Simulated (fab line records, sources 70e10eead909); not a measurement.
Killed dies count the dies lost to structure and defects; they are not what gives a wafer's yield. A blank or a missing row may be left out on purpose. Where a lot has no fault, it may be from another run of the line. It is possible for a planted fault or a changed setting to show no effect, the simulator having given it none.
Matching of chambers || flow nand_harc || 4 sister chambers for NHARC_A_STAIRCASE_ETCH_230 on rie_diel-12
The step etches the open film in C4F8/O2, target depth 100 nm, time 40.5 s. 4 wafers are shown with their chamber, then 9 later ones without.

== EACH WAFER AND ITS CHAMBER ==
{"wafer": "L856.2", "chamber": 1, "rf_vpp_V (V)": 906}
{"wafer": "L860.1", "chamber": 0, "rf_vpp_V (V)": 903}
{"wafer": "L862.5", "chamber": 3, "rf_vpp_V (V)": 890}
{"wafer": "L862.6", "chamber": 2, "rf_vpp_V (V)": 898}

== WAFERS WITHOUT THEIR CHAMBER ==
{"wafer": "L866.1", "rf_vpp_V (V)": 902}
{"wafer": "L866.3", "rf_vpp_V (V)": 898}
{"wafer": "L866.6", "rf_vpp_V (V)": 898}
{"wafer": "L868.1", "rf_vpp_V (V)": 903}
{"wafer": "L868.3", "rf_vpp_V (V)": 897}
{"wafer": "L868.4", "rf_vpp_V (V)": 904}
{"wafer": "L870.2", "rf_vpp_V (V)": 902}
{"wafer": "L870.6", "rf_vpp_V (V)": 889}
{"wafer": "L873.5", "rf_vpp_V (V)": 889}

== THE CHAMBER EACH PASSED THROUGH ==
{"wafer": "L866.1", "from the rows above": 0, "in truth": 0}
{"wafer": "L866.3", "from the rows above": 2, "in truth": 2}
{"wafer": "L866.6", "from the rows above": 2, "in truth": 2}
{"wafer": "L868.1", "from the rows above": 0, "in truth": 0}
{"wafer": "L868.3", "from the rows above": 2, "in truth": 2}
{"wafer": "L868.4", "from the rows above": "can't be placed: 0 or 1", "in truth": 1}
{"wafer": "L870.2", "from the rows above": 0, "in truth": 0}
{"wafer": "L870.6", "from the rows above": 3, "in truth": 3}
{"wafer": "L873.5", "from the rows above": 3, "in truth": 3}
Correct placement for 8 of the 9. Unplaceable from these rows: 1, with the true chamber sitting among the candidates in 1. Wrongly placed: 0.
How it was worked out, from the rows above alone: a wafer's distance from a chamber is the root of the sum, over the readings, of the square of ((its reading less the chamber's mean) divided by the reading's scatter). The wafer belongs to the nearest chamber; if the next one is less than 2 further off, it can't be placed. A chamber's mean is the mean of its shown wafers. The scatter: with one shown wafer a chamber, the root of the mean of the squares of how far each hidden wafer lies from its nearest shown one.
